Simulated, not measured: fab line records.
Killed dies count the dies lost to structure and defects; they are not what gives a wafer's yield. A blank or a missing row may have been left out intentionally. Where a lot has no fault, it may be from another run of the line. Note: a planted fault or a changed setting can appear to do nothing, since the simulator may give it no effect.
Comparing a struck lot with a sound one || flow n5 finfet || 13 out of 1938 route steps
Sound: the wafers L483.2, L483.3, L483.5. Struck: wafer L470.5 (L470.3, L470.4, from the same lot, were not struck and are left out); the cause is given at the end.
Each step with rows lists, per side, the tool, then ch with its chambers, then its first start. Under that, the readings that differ: sound wafers || struck wafers || difference of the means || sigmas: that difference in standard deviations of wafers without a fault.
alike: a reading whose means differ by less than 2 such deviations, as well as words and numbers matching on both sides. not compared: withheld readings; readings where some wafer has no value; bounds like >300 that might hide an equal value; numbers whose values overlap and for which the record gives no deviation.
A row with sigmas, a row that says differs or no value, or rows on one side alone: a step with any of these is where the two part. Numbers that don't overlap but have no deviation are shown without sigmas and don't part them. A reading missing from all wafers of one side parts the sides only when that side holds two or more wafers.

first, 9 steps without rows for these wafers: N5_FIN_SAQP_EXPOSE_13 (exposes mask FIN CORE, target cd 35.6 nm); N5_FIN_SAQP_PEB_14 (peb time 60 s); N5_FIN_SAQP_DEVELOP_15 (develop time 30 s); N5_FIN_SAQP_DESCUM_21 (chemistry O2, time 7.9 s); N5_FIN_SAQP_ETCH_51 (etches SiARC in CF4, target depth 45.5 nm, time 75.8 s); N5_FIN_SAQP_ETCH_52 (etches SOC in N2/H2, target depth 100 nm, overetch 20 nm, time 150 s); N5_FIN_SAQP_STRIP_53 (strips in N2/H2); N5_FIN_SAQP_HM_OPEN_73 (chemistry CHF3/O2, target SiO2, stops on a-Si, target depth 12 nm, time 16.8 s); N5_FIN_SAQP_STRIP_74 (strips in CHF3/O2).
N5_FIN_SAQP_MANDREL_ETCH_22: etches a-Si in HBr/Cl2, stops on SiNx, target depth 60 nm, bt time 10 s, time 30 s.
  sound on rie si-01 ch 1,2,3, day 6 22:00; struck on rie si-01 ch 2, day 3 16:59
{"reading": "mfc cl2 sccm (sccm)", "sound": "80.03 79.90 79.80", "struck": 66.27, "difference": -13.64, "sigmas": -59}
{"reading": "throttle valve pct (%)", "sound": "35.4 35.6 35.4", "struck": 34.2, "difference": -1.3, "sigmas": -4}
  alike: chamber pressure mTorr, drypump motor current A, oes product au
  not compared: rf hours counter h
then, 1 step without rows for these wafers: N5_FIN_SAQP_STRIP_55 (strips in N2/H2).
-- here the record skips 7 days between the struck wafers' starts before and after, leaving off in module FIN_SAQP and picking up in module BEOL_M4 (first step shown: number 1111 of the route) --
N5_BEOL_M4_RC_MEAS_101:
  sound on prober-01 ch 0, day 13 22:40; struck on prober-01 ch 0, day 10 06:22
{"reading": "DIBL_N (mV/V)", "sound": "35.0 33.1 31.4", "struck": 38.6, "difference": "+5.4", "sigmas": "+3"}
{"reading": "DIBL_P (mV/V)", "sound": "36.1 33.6 31.6", "struck": 39.2, "difference": "+5.4", "sigmas": "+2"}
{"reading": "IOFF_N (nA/um)", "sound": "0.15 0.12 0.10", "struck": 0.21, "difference": "+0.09", "sigmas": "+2"}
{"reading": "SS_N (mV/dec)", "sound": "71.0 71.4 70.4", "struck": 72.6, "difference": "+1.7", "sigmas": "+2"}
{"reading": "SS_P (mV/dec)", "sound": "73.3 71.7 71.7", "struck": 74.2, "difference": "+2.0", "sigmas": "+3"}
{"reading": "VT_N (mV)", "sound": "251 253 256", "struck": 244, "difference": -9, "sigmas": -3}
  alike: IOFF_P, ION_N, ION_P, VT_P
after that, 1 step had no rows for these wafers: N5_PASSIVATION_PROBE_49.

== WHERE THEY PART ==
Earliest at N5_FIN_SAQP_MANDREL_ETCH_22; latest, in this record, at N5_BEOL_M4_RC_MEAS_101.

WHY: the cause the simulator had injected
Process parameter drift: rie si-01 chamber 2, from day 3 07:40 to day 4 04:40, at N5_FIN_SAQP_MANDREL_ETCH_22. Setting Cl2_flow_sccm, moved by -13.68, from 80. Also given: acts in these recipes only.
